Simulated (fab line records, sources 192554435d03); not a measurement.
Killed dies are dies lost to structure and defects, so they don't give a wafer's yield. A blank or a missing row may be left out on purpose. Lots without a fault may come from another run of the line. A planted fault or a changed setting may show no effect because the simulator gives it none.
fab line records | flow n5_finfet
record lots=24 wafers=72 last_day=18
route steps=1938 shown FIN_CUT@163 STI_FIN_REVEAL@191 DUMMY_GATE@219 SPACER0@260
lots that met no fault: from a run of the same line without faults
start_h: hours from the record's first day to the start of the lot's first wafer shown | wait_h: hours since the lot's step before | " the same as in the row above | L1.1+2: a row that stands for several wafers | - no value, or no start given | * or withheld: withheld | < > ~ a bound
route shown NAME@n: a module of which the file shows steps, and the number in the route of the first | usual: mean/standard deviation of fault-free wafers | same: alike in all rows | chamber/n: place in a boat | sites: the reading at each site | _std_site: their standard deviation | _edge_site: outer sites' mean less inner sites' | radius_mm: how far each site lies from the wafer's centre | mask NAME#n: copy n | behind: the tool/chamber that last shaped the wafer | hold: why the lot was held/for how many hours/how that ended | device: the transistor (n, p or np) that didn't switch | end of line: the same wafers' tests at the end of the route | a step without rows: its recipe alone | killed: dies lost to structure and defects at the first sort, not the wafer's yield | map: a wafer's dies, x killed, . not, _ none there
set.NAME: the setting as run; set.NAME@STEP: as run at that earlier step | model.NAME: the simulator's own value behind a step, which no gauge read
steps of the route over a sample of lots; a table a step, a row a wafer
services: from which hour (start_h, from the record's first day; less than 0 if before it) a tool's chamber was out of use, for how many hours, and why
## steps
# step N5_FIN_CUT_CD_MEAS_08
# recipe target_cd_nm=29.1 landing_energy_ev=500 detector=se_inlens polarity=opening
# usual cd_nm=29.05/0.25
# columns lot.wafer tool chamber start_h wait_h cd_nm
L074.2 cd_sem-02 0 27.30 - 29.24
L074.5 " 0 " " 28.65
L074.6 " 0 " " 28.64
L075.2 cd_sem-02 0 32.31 - 28.85
L075.3 " 0 " " 28.87
L075.5 " 0 " " 28.75
L076.1 cd_sem-01 0 38.67 - 29.20
L076.2 " 0 " " 29.18
L076.5 " 0 " " 29.46
L077.1 cd_sem-02 0 45.02 - 28.93
L077.2 " 0 " " 28.84
L077.5 " 0 " " 29.18
L078.1 cd_sem-02 0 50.43 - 28.66
L078.4 " 0 " " 29.42
L078.6 " 0 " " 29.05
L079.2 cd_sem-02 0 59.18 - 29.20
L079.3 " 0 " " 29.04
L079.4 " 0 " " 29.33
L080.1 cd_sem-01 0 67.42 - 29.13
L080.3 " 0 " " 29.51
L080.4 " 0 " " 28.88
L081.2 cd_sem-03 0 69.66 - 28.58
L081.5 " 0 " " 29.00
L081.6 " 0 " " 29.24
L082.1 cd_sem-02 0 75.37 - 28.78
L082.5 " 0 " " 28.88
L082.6 " 0 " " 29.24
L083.1 cd_sem-01 0 81.69 - 29.11
L083.3 " 0 " " 29.07
L083.4 " 0 " " 29.00
L084.1 cd_sem-01 0 87.23 - 29.53
L084.3 " 0 " " 29.27
L084.6 " 0 " " 28.68
L085.1 cd_sem-03 0 95.80 - 29.22
L085.3 " 0 " " 28.77
L085.6 " 0 " " 28.92
L086.3 cd_sem-01 0 100.90 - 29.20
L086.4 " 0 " " 29.11
L086.5 " 0 " " 29.22
L087.1 cd_sem-01 0 107.37 - 29.47
L087.4 " 0 " " 28.88
L087.5 " 0 " " 29.14
L088.1 cd_sem-01 0 111.57 - 29.36
L088.3 " 0 " " 28.59
L088.6 " 0 " " 29.30
L089.1 cd_sem-01 0 117.19 - 28.71
L089.3 " 0 " " 29.28
L089.5 " 0 " " 29.11
L090.2 cd_sem-02 0 122.78 - 29.09
L090.4 " 0 " " 28.72
L090.6 " 0 " " 28.78
L091.1 cd_sem-03 0 129.45 - 29.05
L091.5 " 0 " " 28.92
L091.6 " 0 " " 29.01
L092.4 cd_sem-02 0 135.55 - 29.56
L092.5 " 0 " " 29.18
L092.6 " 0 " " 29.11
L093.2 cd_sem-03 0 142.30 - 28.99
L093.4 " 0 " " 29.48
L093.5 " 0 " " 28.72
L094.2 cd_sem-02 0 147.79 - 29.18
L094.4 " 0 " " 29.53
L094.6 " 0 " " 29.33
L095.1 cd_sem-01 0 152.34 - 29.07
L095.4 " 0 " " 28.83
L095.5 " 0 " " 28.70
L096.2 cd_sem-03 0 158.70 - 29.22
L096.4 " 0 " " 29.03
L096.6 " 0 " " 29.14
L097.4 cd_sem-03 0 165.15 - 28.90
L097.5 " 0 " " 28.74
L097.6 " 0 " " 29.14
# step N5_FIN_CUT_ETCH_21
# recipe chemistry=N2/H2 target=SOC target_depth_a=2190 overetch_a=438 mask_material=SiARC temp_c=40 ion_energy_ev=100 bias_w=61 time_s=523.5 pressure_mtorr=30 source_w=850 n2_flow_sccm=200 h2_flow_sccm=200
# usual bias_w=61.02/0.19 drypump_motor_current_A=5.9/0.39 oes_product_au=0.70/0.055 rf_vpp_V=241.1/1.2 showerhead_plenum_p_Torr=2.58/0.073 throttle_valve_pct=17.89/0.24
# columns lot.wafer tool chamber start_h wait_h bias_w drypump_motor_current_A oes_product_au rf_hours_counter_h rf_vpp_V showerhead_plenum_p_Torr throttle_valve_pct
L074.2 rie_diel-06 1 27.52 0.0 60.96 5.3 0.73 97 242.4 2.57 17.87
L074.5 " 0 " " 61.14 5.4 0.69 - 241.4 2.53 18.06
L074.6 " 1 " " 60.91 5.3 0.74 - 241.9 2.57 17.86
L075.2 rie_diel-03 2 32.53 0.0 60.62 5.7 0.78 52 240.2 2.48 17.52
L075.3 " 0 " " 61.13 6.2 0.67 186 242.1 2.64 18.11
L075.5 " 0 " " 60.89 6.2 0.68 - 241.6 2.64 18.12
L076.1 rie_diel-04 1 38.89 0.0 60.97 6.3 0.73 103 242.5 2.66 17.57
L076.2 " 0 " " 61.30 6.1 0.84 29 240.8 2.61 17.39
L076.5 " 1 " " 61.06 6.3 0.73 - 242.7 2.66 17.58
L077.1 rie_diel-06 3 45.23 0.0 60.80 6.0 0.68 161 240.4 2.44 18.04
L077.2 " 0 " " 60.90 5.4 0.69 153 240.5 2.53 18.08
L077.5 " 3 " " 60.94 6.0 0.69 - 240.0 2.44 18.05
L078.1 rie_diel-04 0 50.90 0.0 61.04 6.1 0.84 33 242.5 2.61 17.41
L078.4 " 2 " " 61.24 6.4 0.65 197 242.1 2.64 18.14
L078.6 " 1 " " 60.56 6.3 0.72 - 241.8 2.66 17.59
L079.2 rie_diel-03 0 59.39 0.0 61.33 6.2 0.68 192 242.5 2.64 18.12
L079.3 " 1 " " 61.08 5.8 0.68 156 240.8 2.66 17.92
L079.4 " 2 " " 60.94 5.7 0.77 56 239.0 2.47 17.51
L080.1 rie_diel-06 0 67.64 0.0 61.03 5.4 0.69 159 241.4 2.53 18.09
L080.3 " 1 " " 61.02 5.3 0.72 109 240.3 2.56 17.88
L080.4 " 3 " " 61.03 6.0 0.68 168 239.3 2.44 18.06
L081.2 rie_diel-06 0 69.87 0.0 61.13 5.4 0.68 160 241.8 2.53 18.09
L081.5 " 3 " " 61.15 6.0 0.68 - 240.1 2.44 18.07
L081.6 " 0 " " 60.72 5.4 0.68 - 241.9 2.53 18.09
L082.1 rie_diel-04 1 75.58 0.0 61.05 6.3 0.72 113 242.0 2.66 17.60
L082.5 " 1 " " 61.06 6.3 0.72 - 240.2 2.66 17.60
L082.6 " 0 " " 60.79 6.1 0.83 - 241.1 2.61 17.41
L083.1 rie_diel-03 2 81.91 0.0 61.13 5.7 0.77 62 240.2 2.47 17.52
L083.3 " 0 " " 61.04 6.2 0.67 198 243.2 2.63 18.15
L083.4 " 3 " " 61.15 6.3 0.65 233 241.8 2.62 17.72
L084.1 rie_diel-04 0 87.45 0.0 60.81 6.1 0.83 39 241.2 2.60 17.41
L084.3 " 2 " " 61.00 6.4 0.65 206 241.5 2.64 18.17
L084.6 " 1 " " 61.13 6.3 0.72 - 241.2 2.65 17.61
L085.1 rie_diel-06 3 96.01 0.0 61.13 6.0 0.68 175 238.2 2.44 18.07
L085.3 " 1 " " 60.80 5.3 0.71 116 239.8 2.56 17.90
L085.6 " 2 " " 60.96 5.5 0.77 - 236.7 2.48 17.67
L086.3 rie_diel-03 2 101.11 0.0 61.23 5.7 0.76 65 240.0 2.47 17.52
L086.4 " 0 " " 61.20 6.2 0.67 203 241.5 2.63 18.15
L086.5 " 2 " " 61.41 5.7 0.76 - 240.1 2.47 17.53
L087.1 rie_diel-06 3 107.80 0.0 61.17 6.0 0.67 178 240.0 2.44 18.06
L087.4 " 0 " " 61.03 5.4 0.67 170 240.1 2.52 18.10
L087.5 " 0 " " 61.14 5.4 0.68 - 241.5 2.52 18.12
L088.1 rie_diel-04 1 111.78 0.0 60.98 6.3 0.71 122 242.4 2.65 17.60
L088.3 " 3 " " 61.16 5.4 0.70 167 241.0 2.65 18.12
L088.6 " 1 " " 61.06 6.3 0.72 - 243.3 2.65 17.61
L089.1 rie_diel-06 0 117.41 0.0 60.95 5.4 0.67 173 242.3 2.52 18.11
L089.3 " 1 " " 61.17 5.4 0.70 123 239.3 2.56 17.91
L089.5 " 0 " " 60.89 5.4 0.67 - 239.5 2.52 18.09
L090.2 rie_diel-03 0 123.29 0.0 60.88 6.2 0.66 212 241.0 2.63 18.15
L090.4 " 3 " " 61.38 6.3 0.63 - 242.0 2.61 17.75
L090.6 " 0 " " 61.01 6.2 0.65 - 241.5 2.63 18.18
L091.1 rie_diel-04 0 129.67 0.0 60.38 6.1 0.82 49 241.2 2.60 17.43
L091.5 " 0 " " 60.75 6.1 0.82 - 240.7 2.60 17.43
L091.6 " 3 " " 60.94 5.3 0.69 - 242.3 2.64 18.10
L092.4 rie_diel-06 2 135.76 0.0 61.12 5.5 0.76 67 238.1 2.47 17.70
L092.5 " 2 " " 61.12 5.5 0.76 - 239.2 2.47 17.70
L092.6 " 1 " " 61.09 5.3 0.71 - 239.9 2.55 17.91
L093.2 rie_diel-03 1 142.52 0.0 60.77 5.7 0.66 186 240.7 2.64 17.97
L093.4 " 3 " " 61.01 6.3 0.64 - 241.4 2.61 17.75
L093.5 " 0 " " 60.81 6.2 0.65 - 241.2 2.62 18.19
L094.2 rie_diel-04 2 148.00 0.0 60.97 6.4 0.63 223 242.2 2.63 18.18
L094.4 " 1 " " 61.01 6.3 0.70 133 242.8 2.65 17.63
L094.6 " 0 " " 60.92 6.1 0.80 - 242.0 2.60 17.43
L095.1 rie_diel-03 3 152.56 0.0 60.89 6.3 0.63 259 240.3 2.61 17.78
L095.4 " 0 " " 61.20 6.2 0.65 - 241.4 2.62 18.20
L095.5 " 3 " " 60.93 6.3 0.63 - 241.3 2.61 17.77
L096.2 rie_diel-03 0 159.19 0.0 61.41 6.2 0.65 227 242.0 2.62 18.20
L096.4 " 3 " " 60.95 6.3 0.63 - 240.9 2.61 17.78
L096.6 " 0 " " 61.12 6.2 0.65 - 240.8 2.62 18.19
L097.4 rie_diel-03 1 165.51 0.2 61.06 5.7 0.65 - 242.4 2.64 18.00
L097.5 " 0 " " 60.98 6.2 0.65 - 240.8 2.62 18.18
L097.6 " 3 " " 60.96 6.4 0.62 - 241.4 2.60 17.77
# step N5_STI_FIN_REVEAL_STRIP_24
# recipe chemistry=N2/H2 time_s=90 power_w=100 temp_c=40 pressure_mtorr=100 rf_frequency_hz=6e+07 bias_power_w=3 n2_flow_sccm=300 h2_flow_sccm=300
# usual drypump_motor_current_A=5.9/0.6 oes_product_au=0.79/0.082 rf_vpp_V=45.3/0.86 showerhead_plenum_p_Torr=3.39/0.13 throttle_valve_pct=12.15/0.21
# columns lot.wafer tool chamber start_h wait_h drypump_motor_current_A oes_product_au rf_hours_counter_h rf_vpp_V showerhead_plenum_p_Torr throttle_valve_pct
L074.2 rie_diel-01 2 34.71 0.0 4.9 0.75 144 44.6 3.26 12.19
L074.5 " 1 " " 6.2 0.87 - 45.7 3.58 12.11
L074.6 " 0 " " 6.8 0.77 - 45.4 3.38 12.06
L075.2 rie_diel-02 2 39.64 0.0 5.7 0.89 28 44.7 3.46 12.15
L075.3 " 1 " " 6.5 0.68 239 44.5 3.20 12.34
L075.5 " 2 " " 5.6 0.89 - 45.3 3.46 12.15
L076.1 rie_diel-01 2 46.03 0.0 4.9 0.75 148 44.9 3.25 12.20
L076.2 " 3 " " 5.1 0.93 9 45.2 3.33 11.77
L076.5 " 0 " " 6.8 0.77 - 46.8 3.38 12.10
L077.1 rie_diel-02 0 52.58 0.0 6.3 0.75 156 45.1 3.50 11.91
L077.2 " 3 " " 6.0 0.68 243 44.6 3.19 12.50
L077.5 " 2 " " 5.6 0.88 - 44.0 3.45 12.18
L078.1 rie_diel-05 2 58.00 0.0 5.6 0.76 150 45.7 3.51 12.38
L078.4 " 0 " " 5.6 0.71 203 44.9 3.46 12.44
L078.6 " 0 " " 5.7 0.71 - 44.6 3.46 12.42
L079.2 rie_diel-01 3 66.29 0.0 5.1 0.91 15 45.6 3.32 11.77
L079.3 " 1 " " 6.2 0.86 55 45.8 3.57 12.12
L079.4 " 0 " " 6.8 0.77 130 45.3 3.37 12.09
L080.1 rie_diel-02 2 74.25 0.0 5.7 0.86 43 45.8 3.45 12.18
L080.3 " 3 " " 6.0 0.68 252 44.4 3.18 12.53
L080.4 " 0 " " 6.2 0.74 - 45.2 3.50 11.93
L081.2 rie_diel-01 3 77.51 0.0 5.1 0.90 19 43.9 3.32 11.78
L081.5 " 1 " " 6.2 0.87 - 46.3 3.57 12.14
L081.6 " 2 " " 4.9 0.74 - 45.3 3.25 12.23
L082.1 rie_diel-05 2 82.53 0.0 5.6 0.74 158 44.9 3.51 12.41
L082.5 " 0 " " 5.6 0.70 - 46.7 3.46 12.45
L082.6 " 3 " " 6.3 0.74 - 44.6 3.21 12.25
L083.1 rie_diel-01 0 88.45 0.0 6.8 0.76 136 45.2 3.37 12.12
L083.3 " 1 " " 6.1 0.86 61 45.0 3.57 12.13
L083.4 " 2 " " 4.9 0.74 160 44.6 3.25 12.24
L084.1 rie_diel-01 0 95.22 0.0 6.8 0.76 138 46.0 3.37 12.15
L084.3 " 3 " " 5.1 0.90 24 44.7 3.32 11.80
L084.6 " 1 " " 6.1 0.86 - 47.9 3.57 12.16
L085.1 rie_diel-02 0 103.37 0.0 6.2 0.72 179 45.3 3.49 11.95
L085.3 " 2 " " 5.7 0.84 58 46.0 3.44 12.22
L085.6 " 0 " " 6.3 0.71 - 45.6 3.49 11.96
L086.3 rie_diel-02 0 107.63 0.0 6.3 0.72 180 44.5 3.49 11.95
L086.4 " 0 " " 6.2 0.71 - 45.2 3.49 11.95
L086.5 " 2 " " 5.7 0.83 - 43.5 3.44 12.23
L087.1 rie_diel-02 2 114.51 0.0 5.7 0.84 62 46.0 3.44 12.23
L087.4 " 3 " " 6.0 0.98 - 45.0 3.58 11.93
L087.5 " 0 " " 6.2 0.72 - 46.7 3.49 11.99
L088.1 rie_diel-01 2 118.50 0.0 4.9 0.73 171 43.9 3.24 12.27
L088.3 " 1 " " 6.2 0.85 71 46.3 3.56 12.15
L088.6 " 2 " " 4.9 0.73 - 45.4 3.24 12.26
L089.1 rie_diel-05 2 124.42 0.0 5.6 0.74 169 45.6 3.50 12.43
L089.3 " 0 " " 5.6 0.70 224 44.2 3.45 12.49
L089.5 " 0 " " 5.6 0.69 - 45.0 3.45 12.50
L090.2 rie_diel-05 0 130.04 0.0 5.6 0.68 226 45.1 3.45 12.51
L090.4 " 2 " " 5.6 0.74 170 43.5 3.50 12.42
L090.6 " 1 " " 6.5 0.72 - 44.0 3.37 12.00
L091.1 rie_diel-01 2 136.28 0.0 4.9 0.73 176 45.1 3.24 12.28
L091.5 " 0 " " 6.8 0.76 - 46.1 3.36 12.16
L091.6 " 3 " " 5.1 0.87 - 44.4 3.31 11.83
L092.4 rie_diel-02 3 142.29 0.0 6.0 0.95 21 46.3 3.57 11.94
L092.5 " 1 " " 6.5 0.96 - 44.8 3.59 11.77
L092.6 " 0 " " 6.3 0.72 - 46.7 3.48 11.99
L093.2 rie_diel-01 2 149.06 0.0 4.9 0.72 182 45.7 3.24 12.31
L093.4 " 1 " " 6.1 0.82 82 46.0 3.56 12.20
L093.5 " 3 " " 5.1 0.85 - 45.3 3.31 11.85
L094.2 rie_diel-05 1 154.77 0.0 6.5 0.72 193 46.1 3.37 11.99
L094.4 " 3 " " 6.2 0.72 225 45.3 3.20 12.29
L094.6 " 2 " " 5.6 0.73 - 47.2 3.50 12.45
L095.1 rie_diel-05 2 159.19 0.0 5.6 0.73 179 44.1 3.49 12.45
L095.4 " 3 " " 6.2 0.73 226 45.2 3.20 12.30
L095.5 " 2 " " 5.6 0.72 - 46.7 3.49 12.45
L096.2 rie_diel-01 2 167.20 0.0 4.9 0.72 188 45.4 3.23 12.31
L096.4 " 2 " " 4.9 0.71 - 45.1 3.23 12.31
L096.6 " 0 " " 6.8 0.75 - 46.3 3.36 12.19
L097.4 rie_diel-01 1 171.90 0.0 6.1 0.83 90 45.9 3.55 12.22
L097.5 " 0 " " 6.8 0.74 - 45.5 3.35 12.19
L097.6 " 3 " " 5.1 0.85 - 46.2 3.31 11.86
# step N5_DUMMY_GATE_THK_MEAS_05
# usual thk_nm=71.7/1.2
# columns lot.wafer tool chamber start_h wait_h thk_nm
L074.2 film_metro-02 - 42.00 0.2 71.4
L074.5 " - " " 73.0
L074.6 " - " " 71.4
L075.2 film_metro-01 - 47.22 0.2 71.5
L075.3 " - " " 70.7
L075.5 " - " " 70.1
L076.1 film_metro-02 - 53.57 0.1 70.0
L076.2 " - " " 68.4
L076.5 " - " " 70.8
L077.1 film_metro-02 - 59.96 0.2 71.1
L077.2 " - " " 71.3
L077.5 " - " " 70.1
L078.1 film_metro-01 - 65.34 0.2 71.8
L078.4 " - " " 71.0
L078.6 " - " " 73.0
L079.2 film_metro-02 - 73.67 0.2 69.9
L079.3 " - " " 71.1
L079.4 " - " " 72.9
L080.1 film_metro-02 - 81.57 0.1 72.7
L080.3 " - " " 70.7
L080.4 " - " " 71.1
L081.2 film_metro-01 - 84.70 0.2 70.7
L081.5 " - " " 71.4
L081.6 " - " " 71.9
L082.1 film_metro-02 - 89.75 0.2 71.8
L082.5 " - " " 71.9
L082.6 " - " " 70.8
L083.1 film_metro-02 - 98.44 0.2 72.8
L083.3 " - " " 72.8
L083.4 " - " " 72.5
L084.1 film_metro-01 - 103.73 0.1 72.2
L084.3 " - " " 71.6
L084.6 " - " " 70.5
L085.1 film_metro-01 - 110.93 0.1 73.3
L085.3 " - " " 73.6
L085.6 " - " " 71.3
L086.3 film_metro-01 - 115.15 0.2 70.3
L086.4 " - " " 71.3
L086.5 " - " " 71.7
L087.1 film_metro-02 - 121.75 0.2 73.4
L087.4 " - " " 69.7
L087.5 " - " " 73.0
L088.1 film_metro-01 - 125.79 0.2 71.0
L088.3 " - " " 71.5
L088.6 " - " " 69.9
L089.1 film_metro-02 - 131.68 0.2 73.0
L089.3 " - " " 71.8
L089.5 " - " " 73.3
L090.2 film_metro-02 - 139.10 0.1 72.8
L090.4 " - " " 70.7
L090.6 " - " " 71.6
L091.1 film_metro-02 - 145.35 0.1 72.1
L091.5 " - " " 71.3
L091.6 " - " " 70.9
L092.4 film_metro-02 - 149.49 0.1 71.8
L092.5 " - " " 70.4
L092.6 " - " " 70.5
L093.2 film_metro-01 - 156.24 0.1 70.0
L093.4 " - " " 72.7
L093.5 " - " " 71.4
L094.2 film_metro-02 - 162.12 0.2 75.0
L094.4 " - " " 73.4
L094.6 " - " " 74.2
L095.1 film_metro-01 - 166.70 0.1 72.6
L095.4 " - " " 70.8
L095.5 " - " " 70.8
L096.2 film_metro-01 - 174.49 0.1 72.5
L096.4 " - " " 70.4
L096.6 " - " " 71.3
L097.4 film_metro-01 - 181.20 0.2 72.3
L097.5 " - " " 70.5
L097.6 " - " " 72.8
# step N5_DUMMY_GATE_ETCH_23
# recipe chemistry=HBr/Cl2/O2 HBr_flow_sccm=150 Cl2_flow_sccm=80 O2_flow_sccm=12 bias_w=102 target_depth_a=410 time_s=22.3 target=poly-Si mask_material=SiO2 pressure_mtorr=10 icp_w=800
# usual bias_w=102.0/0.3 drypump_motor_current_A=5.8/0.38 he_backside_leak_sccm=2.78/0.25 oes_product_au=0.997/0.018 throttle_valve_pct=37.32/0.29
# columns lot.wafer tool chamber start_h wait_h bias_w drypump_motor_current_A he_backside_leak_sccm oes_product_au rf_hours_counter_h throttle_valve_pct
L074.2 rie_si-04 0 49.17 0.0 102.1 5.0 2.89 1.011 140 37.22
L074.5 " 0 " " 101.8 5.0 2.96 1.004 - 37.22
L074.6 " 3 " " 102.0 6.0 3.11 1.015 - 36.97
L075.2 rie_si-05 1 52.47 0.0 101.9 5.8 2.86 1.038 91 37.39
L075.3 " 3 " " 102.3 6.2 2.85 1.001 152 37.18
L075.5 " 1 " " 101.4 5.8 3.09 1.030 - 37.41
L076.1 rie_si-05 2 58.84 0.0 101.8 6.4 2.72 1.013 11 37.78
L076.2 " 0 " " 101.9 5.6 2.57 0.997 4 37.28
L076.5 " 2 " " 102.0 6.4 2.61 0.996 - 37.77
L077.1 rie_si-02 1 65.73 0.0 101.8 5.9 2.62 0.964 124 37.29
L077.2 " 3 " " 102.1 6.0 3.07 1.009 83 37.61
L077.5 " 0 " " 101.7 6.1 2.87 0.972 - 37.08
L078.1 rie_si-05 0 70.53 0.0 102.2 5.6 2.34 0.996 4 37.29
L078.4 " 1 " " 102.4 5.7 3.12 1.026 91 37.39
L078.6 " 3 " " 102.7 6.2 2.68 0.986 - 37.18
L079.2 rie_si-02 3 79.33 0.0 102.6 6.0 2.99 1.010 84 37.62
L079.3 " 1 " " 102.3 5.9 2.67 0.976 124 37.27
L079.4 " 2 " " 102.0 5.5 2.36 0.994 165 36.87
L080.1 rie_si-05 1 86.78 0.0 102.2 5.7 2.86 1.031 91 37.40
L080.3 " 2 " " 102.2 6.5 2.64 1.006 11 37.75
L080.4 " 3 " " 102.0 6.2 2.98 1.000 153 37.19
L081.2 rie_si-05 3 90.04 0.0 101.9 6.2 2.95 0.996 153 37.19
L081.5 " 3 " " 102.2 6.2 3.03 0.988 - 37.18
L081.6 " 2 " " 101.9 6.5 2.69 0.999 - 37.75
L082.1 rie_si-04 2 95.02 0.0 102.6 5.5 3.78 0.989 173 37.83
L082.5 " 1 " " 102.2 5.4 2.80 0.967 - 37.13
L082.6 " 2 " " 102.1 5.5 2.74 0.980 - 37.84
L083.1 rie_si-02 2 103.72 0.0 101.9 5.5 2.34 0.995 166 36.86
L083.3 " 1 " " 101.8 5.9 2.54 0.968 125 37.28
L083.4 " 0 " " 101.9 6.1 2.89 0.968 155 37.09
L084.1 rie_si-02 3 109.40 0.0 102.4 6.0 3.04 1.009 84 37.63
L084.3 " 1 " " 101.5 5.9 3.74 0.972 125 37.29
L084.6 " 3 " " 101.6 6.0 2.91 1.016 - 37.64
L085.1 rie_si-02 1 116.08 0.0 102.3 5.9 2.52 0.985 125 37.29
L085.3 " 0 " " 101.6 6.1 2.83 0.969 155 37.10
L085.6 " 0 " " 101.5 6.1 2.89 0.981 - 37.10
L086.3 rie_si-02 0 122.77 0.0 101.9 6.1 2.66 0.971 155 37.10
L086.4 " 3 " " 102.0 6.0 2.89 1.007 85 37.64
L086.5 " 2 " " 101.7 5.6 2.38 0.991 - 36.85
L087.1 rie_si-04 3 127.00 0.0 102.4 6.0 3.16 1.007 183 36.97
L087.4 " 0 " " 102.2 5.0 2.80 1.006 141 37.23
L087.5 " 1 " " 101.9 5.4 2.50 0.972 - 37.12
L088.1 rie_si-02 2 132.86 0.0 101.7 5.6 2.34 1.014 166 36.87
L088.3 " 0 " " 102.1 6.1 2.91 0.979 155 37.09
L088.6 " 3 " " 102.4 6.0 3.00 1.021 - 37.63
L089.1 rie_si-05 1 137.29 0.0 102.1 5.8 3.04 1.020 92 37.38
L089.3 " 3 " " 102.7 6.1 3.03 1.003 154 37.18
L089.5 " 3 " " 103.0 6.2 3.07 0.992 - 37.18
L090.2 rie_si-04 0 144.37 0.0 101.9 5.0 2.79 1.014 141 37.22
L090.4 " 3 " " 102.3 6.0 3.09 1.014 183 36.97
L090.6 " 1 " " 101.5 5.4 2.57 0.979 - 37.12
L091.1 rie_si-05 1 150.49 0.0 102.1 5.7 3.09 1.034 93 37.40
L091.5 " 1 " " 102.1 5.7 3.00 1.038 - 37.40
L091.6 " 0 " " 101.5 5.6 2.60 1.005 - 37.27
L092.4 rie_si-02 1 154.73 0.0 101.8 5.8 2.58 0.963 125 37.28
L092.5 " 3 " " 102.3 6.0 2.96 1.014 - 37.62
L092.6 " 2 " " 101.4 5.6 2.47 0.997 - 36.86
L093.2 rie_si-04 0 161.36 0.0 102.0 5.0 2.69 1.010 142 37.23
L093.4 " 1 " " 102.1 5.4 2.94 0.976 54 37.12
L093.5 " 3 " " 102.3 6.1 3.03 1.010 - 36.97
L094.2 rie_si-05 1 167.26 0.0 102.3 5.8 2.73 1.020 93 37.38
L094.4 " 0 " " 102.0 5.6 2.53 0.986 6 37.26
L094.6 " 2 " " 102.0 6.4 2.67 0.991 - 37.77
L095.1 rie_si-05 3 171.94 0.0 101.9 6.2 2.94 0.985 155 37.19
L095.4 " 0 " " 101.6 5.6 2.44 0.991 6 37.28
L095.5 " 3 " " 101.7 6.2 2.87 0.975 - 37.18
L096.2 rie_si-04 0 179.65 0.0 101.7 5.0 3.10 1.016 142 37.23
L096.4 " 2 " " 102.2 5.5 2.70 0.994 174 37.84
L096.6 " 0 " " 102.2 5.0 2.85 1.010 - 37.21
L097.4 rie_si-04 0 186.32 0.0 101.7 5.0 2.91 1.011 142 37.22
L097.5 " 1 " " 102.0 5.4 2.53 0.977 - 37.12
L097.6 " 2 " " 101.9 5.5 2.64 0.982 - 37.85
# step N5_SPACER0_ALD_08
# recipe material=SiNx target_thk_a=20 temp_c=400 ald_precursor_family=SiH2I2 ald_co_reactant=N2/H2-plasma pressure_torr=2
# usual heater_power_w=867/74
# columns lot.wafer tool chamber start_h wait_h heater_power_w
L074.2 ald_sin-03 2 50.07 0.1 809
L074.5 " 1 " " 898
L074.6 " 2 " " 804
L075.2 ald_sin-01 1 53.47 0.1 770
L075.3 " 2 " " 993
L075.5 " 0 " " 830
L076.1 ald_sin-01 3 59.73 0.1 816
L076.2 " 0 " " 840
L076.5 " 2 " " 954
L077.1 ald_sin-01 0 66.72 0.1 837
L077.2 " 3 " " 821
L077.5 " 2 " " 978
L078.1 ald_sin-01 2 72.32 0.1 966
L078.4 " 1 " " 774
L078.6 " 2 " " 967
L079.2 ald_sin-04 0 80.23 0.1 748
L079.3 " 2 " " 929
L079.4 " 3 " " 986
L080.1 ald_sin-04 0 89.03 0.1 786
L080.3 " 2 " " 959
L080.4 " 3 " " 1012
L081.2 ald_sin-04 1 92.07 0.1 918
L081.5 " 1 " " 865
L081.6 " 0 " " 746
L082.1 ald_sin-04 2 95.92 0.1 961
L082.5 " 3 " " 994
L082.6 " 2 " " 936
L083.1 ald_sin-03 2 105.09 0.1 829
L083.3 " 3 " " 805
L083.4 " 0 " " 827
L084.1 ald_sin-01 0 110.33 0.1 840
L084.3 " 1 " " 775
L084.6 " 0 " " 819
L085.1 ald_sin-04 1 116.99 0.1 905
L085.3 " 3 " " 980
L085.6 " 1 " " 890
L086.3 ald_sin-03 3 123.74 0.1 821
L086.4 " 0 " " 851
L086.5 " 1 " " 894
L087.1 ald_sin-04 2 128.04 0.1 951
L087.4 " 1 " " 894
L087.5 " 2 " " 921
L088.1 ald_sin-01 3 133.77 0.1 811
L088.3 " 0 " " 855
L088.6 " 2 " " 951
L089.1 ald_sin-03 1 139.15 0.1 909
L089.3 " 2 " " 803
L089.5 " 0 " " 859
L090.2 ald_sin-01 3 145.27 0.1 833
L090.4 " 1 " " 794
L090.6 " 1 " " 790
L091.1 ald_sin-01 1 151.52 0.1 783
L091.5 " 1 " " 795
L091.6 " 0 " " 832
L092.4 ald_sin-03 0 156.00 0.1 858
L092.5 " 2 " " 820
L092.6 " 3 " " 826
L093.2 ald_sin-01 0 162.64 0.1 837
L093.4 " 3 " " 820
L093.5 " 3 " " 850
L094.2 ald_sin-01 0 168.16 0.1 847
L094.4 " 3 " " 839
L094.6 " 3 " " 837
L095.1 ald_sin-01 1 173.05 0.1 792
L095.4 " 3 " " 826
L095.5 " 1 " " 786
L096.2 ald_sin-01 3 180.55 0.1 826
L096.4 " 2 " " 996
L096.6 " 3 " " 836
L097.4 ald_sin-01 0 189.56 0.1 808
L097.5 " 2 " " 996
L097.6 " 3 " " 846
## services
# columns tool chamber start_h hours kind
ald_sin-04 - 24.39 6.0 pm
ald_sin-04 1 31.27 4.2 repair
rie_diel-03 - 33.56 5.8 repair
rie_diel-02 0 44.15 1.3 repair
rie_diel-02 - 44.53 0.1 repair
ald_sin-01 2 47.66 1.4 repair
rie_diel-02 1 54.43 23.6 repair
rie_diel-06 2 61.78 5.3 repair
ald_sin-01 1 62.26 4.0 repair
rie_diel-04 0 63.01 9.9 repair
rie_si-04 3 67.29 5.4 repair
rie_diel-04 1 73.95 1.3 repair
rie_diel-02 1 90.78 3.3 repair
rie_diel-03 2 91.92 5.7 repair
rie_diel-03 2 104.37 62.3 repair
rie_diel-05 2 107.24 8.5 repair
rie_diel-04 - 122.71 2.8 pm
rie_si-04 - 129.49 2.8 pm
rie_diel-01 3 165.61 6.2 repair
rie_diel-03 3 166.76 - clean
rie_diel-03 3 166.76 - consumable_replace:focus_ring
rie_si-05 2 178.40 11.5 repair
ald_sin-03 - 178.89 14.0 pm
rie_si-04 3 188.77 9.0 repair
## key
fault none
